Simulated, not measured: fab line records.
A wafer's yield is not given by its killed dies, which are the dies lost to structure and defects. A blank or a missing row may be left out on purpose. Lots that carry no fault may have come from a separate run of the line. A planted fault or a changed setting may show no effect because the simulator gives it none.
Which tool did it? :: flow n5Finfet :: 12 lots with 36 wafers sampled at 3 steps, on a route of 1938 steps

== WHAT THE GAUGES READ, wafer by wafer ==
N5_SDB_OVL_MEAS_12.
lot: L075
measured: day 4 00:19
on: overlay-02
SDB_OVL (nm): -0.6 2.0 0.8

lot: L077
measured: day 4 13:37
on: overlay-02
SDB_OVL (nm): 0.4 -0.4 1.0

lot: L079
measured: day 5 01:43
on: overlay-02
SDB_OVL (nm): 0.7 -0.6 0.9

lot: L081
measured: day 5 11:08
on: overlay-01
SDB_OVL (nm): 0.8 -0.6 -0.7

lot: L083
measured: day 6 01:23
on: overlay-01
SDB_OVL (nm): 0.4 0.3 0.8

lot: L086
measured: day 6 19:25
on: overlay-02
SDB_OVL (nm): 1.1 0.0 1.1

lot: L087
measured: day 7 04:04
on: overlay-01
SDB_OVL (nm): -0.8 -0.3 0.0

lot: L089
measured: day 7 14:23
on: overlay-01
SDB_OVL (nm): -1.5 0.3 0.2

lot: L091
measured: day 8 02:17
on: overlay-02
SDB_OVL (nm): 0.7 -0.9 0.8

lot: L093
measured: day 8 14:43
on: overlay-02
SDB_OVL (nm): -0.9 0.4 0.7

lot: L095
measured: day 9 01:49
on: overlay-02
SDB_OVL (nm): 0.1 -0.5 -0.2

lot: L097
measured: day 10 07:08
on: overlay-02
SDB_OVL (nm): 0.4 0.2 -0.4

== WHAT TOOL EACH LOT RAN ON (gives the tool, then ch and the chambers of the sampled wafers, and finally the start) ==
lot: L075
N5_SD_EPI_N_ETCH_45: rieDiel-04 ch 2,3, day 3 07:05
N5_ILD0_ALD_15: aldSin-01 ch 1,3, day 3 21:25

lot: L077
N5_SD_EPI_N_ETCH_45: rieDiel-04 ch 2,3, day 3 19:40
N5_ILD0_ALD_15: aldSin-01 ch 0,2,3, day 4 10:34

lot: L079
N5_SD_EPI_N_ETCH_45: rieDiel-01 ch 0,1,2, day 4 09:49
N5_ILD0_ALD_15: aldSin-01 ch 0,1,3, day 4 23:46

lot: L081
N5_SD_EPI_N_ETCH_45: rieDiel-01 ch 0,1, day 4 19:28
N5_ILD0_ALD_15: aldSin-01 ch 0,1, day 5 08:13

lot: L083
N5_SD_EPI_N_ETCH_45: rieDiel-01 ch 0,3, day 5 09:25
N5_ILD0_ALD_15: aldSin-01 ch 1,3, day 5 22:28

lot: L086
N5_SD_EPI_N_ETCH_45: rieDiel-03 ch 0,1,3, day 6 02:16
N5_ILD0_ALD_15: aldSin-01 ch 1,3, day 6 16:23

lot: L087
N5_SD_EPI_N_ETCH_45: rieDiel-03 ch 0,1,3, day 6 12:20
N5_ILD0_ALD_15: aldSin-01 ch 0,1,2, day 7 01:01

lot: L089
N5_SD_EPI_N_ETCH_45: rieDiel-01 ch 2,3, day 6 21:43
N5_ILD0_ALD_15: aldSin-01 ch 1,2,3, day 7 11:19

lot: L091
N5_SD_EPI_N_ETCH_45: rieDiel-03 ch 0,1,3, day 7 10:46
N5_ILD0_ALD_15: aldSin-01 ch 0,1,2, day 7 23:22

lot: L093
N5_SD_EPI_N_ETCH_45: rieDiel-03 ch 2,3, day 7 23:20
N5_ILD0_ALD_15: aldSin-03 ch 0,2,3, day 8 11:40

lot: L095
N5_SD_EPI_N_ETCH_45: rieDiel-03 ch 1,2, day 8 08:07
N5_ILD0_ALD_15: aldSin-01 ch 0,1,2, day 8 22:54

lot: L097
N5_SD_EPI_N_ETCH_45: rieDiel-03 ch 0,1,2, day 8 23:02
N5_ILD0_ALD_15: aldSin-03 ch 0,1, day 10 04:10
- N5_SD_EPI_N_ETCH_45: etches SiOCN in CH3F/O2, target depth 6 nm.
- N5_ILD0_ALD_15: deposits SiNx, target thk 24 nm, pulse time 1 s, ald cycles 480.

== THE ANSWER, worked out from the rows above alone ==
Rule: usual is defined by the lots themselves. Put in order of their means at a reading, lots are off if they are a third of the lots or fewer, leave a main group of 4 or more, and stand apart from it by a gap of 3 or more times the standard deviation of the main group's means; of several such gaps the widest counts. Not used: any main group whose means are identical at the precision the tables above print for the reading. A lot without any number at a reading at which 4 lots or more have one is off too. Where the step has rows for the other lots, those lots are counted as sound.
Across all readings shown, no lot is off: no conclusion can be drawn from this.

== WHAT THE SIMULATOR HAD PUT IN ==
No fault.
